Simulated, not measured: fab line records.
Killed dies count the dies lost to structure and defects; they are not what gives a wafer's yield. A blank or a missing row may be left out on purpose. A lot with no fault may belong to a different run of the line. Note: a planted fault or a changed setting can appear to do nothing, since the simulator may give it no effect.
Chamber matching | flow nand harc | NHARC_A_CONTACT_DEP_85 on pecvd-04 has 3 sister chambers
The step deposits SiON, target thk 50 nm. 3 wafers are shown with their chamber, then 8 later ones without.

WAFERS WITH THEIR CHAMBER
wafer  | chamber | heater power w (W)
L961.4 | 0       | 556
L957.6 | 1       | 659
L966.3 | 2       | 732

WAFERS WITH NO CHAMBER GIVEN
wafer  | heater power w (W)
L966.4 | 638
L966.6 | 612
L967.4 | 591
L967.5 | 702
L967.6 | 706
L970.2 | 582
L970.3 | 637
L970.6 | 583

EACH ONE'S CHAMBER
wafer  | from the rows above     | in truth
L966.4 | 1                       | 1
L966.6 | can't be placed: 1 or 0 | 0
L967.4 | can't be placed: 0 or 1 | 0
L967.5 | can't be placed: 2 or 1 | 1
L967.6 | can't be placed: 2 or 1 | 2
L970.2 | can't be placed: 0 or 1 | 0
L970.3 | can't be placed: 1 or 0 | 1
L970.6 | can't be placed: 0 or 1 | 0
1 of 8 placed correctly. From these rows, 7 cannot be placed; in 7 the true chamber is one of the candidates. Number placed wrongly: 0.
How it was worked out, from the rows above alone: a wafer's distance from a chamber is the root of the sum, over the readings, of the square of ((its reading less the chamber's mean) divided by the reading's scatter). The wafer belongs to the nearest chamber; if the next one is less than 2 further off, it can't be placed. A chamber's mean is the mean of its shown wafers. The scatter (one wafer shown for each chamber): square how far every hidden wafer sits from the nearest shown wafer, average those squares and take the square root.
